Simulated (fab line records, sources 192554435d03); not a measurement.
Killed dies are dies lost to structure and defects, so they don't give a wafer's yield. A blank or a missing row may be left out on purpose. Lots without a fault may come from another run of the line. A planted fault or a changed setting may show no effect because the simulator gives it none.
A struck lot beside a sound one | flow n5_finfet | 37 steps out of a route of 1938
Sound: wafers L242.1, L242.3, L242.4. Struck: wafers L261.2, L261.4. The cause comes at the end.
At each step with rows: each side's tool, then ch and its chambers, then its first start. Under that, the readings that differ: sound wafers | struck wafers | difference of the means | sigmas: that difference in standard deviations of wafers without a fault.
alike: readings whose means differ by less than 2 such deviations, and words and numbers that are the same on both sides. not compared: withheld readings, readings that some wafer has no value for, bounds like >300 that may hide the same value, and numbers for which the record gives no deviation and whose values overlap.
The two part at a step that has a row with sigmas, a row that says differs or no value, or rows on one side only. Numbers that don't overlap but have no deviation are shown without sigmas and don't part them. A reading that every wafer of one side lacks parts them only if that side has two wafers or more.

first, 9 steps without rows for these wafers: N5_BEOL_M4_ANNEAL_95 (time 240 s); N5_BEOL_M4_SPUTTER_96 (material Cu, target thk 4.5 nm, time 8.29 s); N5_BEOL_M4_ECD_50 (material Cu, target thk 300 nm); N5_BEOL_M4_ANNEAL_51 (time 90 s); N5_BEOL_M4_CMP_52 (polishes, stops on SiOC, t overpolish 6.8 s, target thk 40 nm); N5_BEOL_M4_PRE_CLEAN_60 (time 15 s); N5_BEOL_M4_CO_CAP_55 (material Co, precursor CCTBA/H2, target thk 2 nm, time 102.1 s); N5_BEOL_M4_PRE_CLEAN_56 (time 15 s); N5_BEOL_M4_DEP_57 (deposits SiCN from 3MS/NH3, target thk 8 nm, time 14 s).
N5_BEOL_M4_RC_MEAS_101:
  sound on prober-02 ch 0, day 9 05:05; struck on prober-01 ch 0, day 13 22:11
  alike: DIBL_N, DIBL_P, IOFF_N, IOFF_P, ION_N, ION_P, SS_N, SS_P, VT_N, VT_P
then, 24 steps without rows for these wafers: N5_BEOL_M5_ILD_DEP_00 (deposits SiCOH lowk from DEMS/porogen, target thk 140.64 nm, time 25.9 s); N5_BEOL_M5_CURE_79 (cures SiCOH lowk, time 240 s); N5_BEOL_M5_PECVD_70 (deposits SiO2 from TEOS/O2, target thk 16 nm, time 18 s); N5_BEOL_M5_HM_DEP_02 (deposits TiN, target thk 20 nm); N5_BEOL_M5_COAT_59 (time 60 s, resist thk 60 nm); N5_BEOL_M5_COAT_60 (time 60 s, resist thk 12 nm); N5_BEOL_M5_COAT_71 (time 60 s, resist thk 5 nm); N5_BEOL_M5_COAT_05 (resist thk 30 nm); N5_BEOL_M5_EBR_07; N5_BEOL_M5_SOFTBAKE_06 (time 60 s); N5_BEOL_M5_EXPOSE_08 (exposes mask M5, target cd 28 nm); N5_BEOL_M5_PEB_09 (peb time 60 s); N5_BEOL_M5_DEVELOP_10 (develop time 30 s); N5_BEOL_M5_DESCUM_16 (chemistry O2, time 7 s); N5_BEOL_M5_ETCH_72 (etches underlayer in N2/H2, target depth 6.5 nm, time 5.2 s); N5_BEOL_M5_ETCH_61 (etches SiARC in CF4, target depth 15.6 nm, time 26 s); N5_BEOL_M5_ETCH_62 (etches SOC in N2/H2, target depth 75 nm, overetch 15 nm, time 112.5 s); N5_BEOL_M5_STRIP_63 (strips in N2/H2); N5_BEOL_M5_STRIP_73 (strips in N2/H2); N5_BEOL_M5_STRIP_64 (strips in CF4); N5_BEOL_M5_HM_OPEN_17 (chemistry Cl2/BCl3, target TiN, target depth 20 nm, overetch 6 nm); N5_BEOL_M5_STRIP_19 (strips in O2); N5_BEOL_M5_COAT_65 (time 60 s, resist thk 60 nm); N5_BEOL_M5_COAT_66 (time 60 s, resist thk 12 nm).
N5_BEOL_M6_ETCH_62: etches SOC in N2/H2, target depth 110 nm, overetch 22 nm, time 165 s.
  sound on rie_diel-05 ch 0,2,3, day 9 19:43; struck on rie_diel-05 ch 0,2, day 14 13:17
  reading                                    | sound             | struck  | difference                    | sigmas
  rf_fwd_power_W (W)                         | 838.0 833.7 842.0 | - -     | no value on the struck wafers |
  model.SiARC_of_BEOL_M6_COAT_60.thk_nm (nm) | 28.2 27.8 27.6    | 30 29.6 | +2                            |
  alike: drypump_motor_current_A, oes_product_au, rf_vpp_V, showerhead_plenum_p_Torr, throttle_valve_pct
  not compared: rf_hours_counter_h, model.BEOL_M6.cd_offset_nm
N5_BEOL_M6_OCD_MEAS_38:
  sound on ocd-01, day 10 00:14; struck on ocd-01, day 14 15:11
  reading              | sound          | struck    | difference | sigmas
  trench_depth_nm (nm) | 91.8 94.7 94.9 | 21.1 68.8 | -48.8      | -24
-- the record jumps here: 3 days lie between the struck wafers' starts before and after (it left off in module BEOL_M6 and takes up again in module PASSIVATION, whose first step shown is number 1936 of the route) --
N5_PASSIVATION_PROBE_49:
  sound on prober-02, day 14 05:35; struck on prober-01, day 18 00:53
  reading                  | sound          | struck    | difference | sigmas
  defect_limited_yield (%) | 92.0 90.1 91.9 | 25.5 58.6 | -49.3      | -41
  killed_at_M4_up          | 8 20 13        | 801 392   | +583       | +99 or more
  killed_dies              | 94 117 96      | 879 488   | +581       | +39
  killed_on_rim            | 12 16 10       | 100 36    | +55        | +15
  sort_bin_5_function (%)  | 5.2 6.0 5.5    | 70.8 38.3 | +49.0      | +64
  sort_n_pass              | 1086 1063 1084 | 301 692   | -581       | -39
  sort_yield_pct (%)       | 92.0 90.1 91.9 | 25.5 58.6 | -49.3      | -41
  alike: killed_at_M0_to_M3, killed_at_contacts, killed_at_front_end, killed_at_other, killed_open, killed_short, sort_bin_6_memory

WHERE THEY PART
First at N5_BEOL_M6_ETCH_62; last, within this record, at N5_PASSIVATION_PROBE_49.

WHY: what the simulator had put in
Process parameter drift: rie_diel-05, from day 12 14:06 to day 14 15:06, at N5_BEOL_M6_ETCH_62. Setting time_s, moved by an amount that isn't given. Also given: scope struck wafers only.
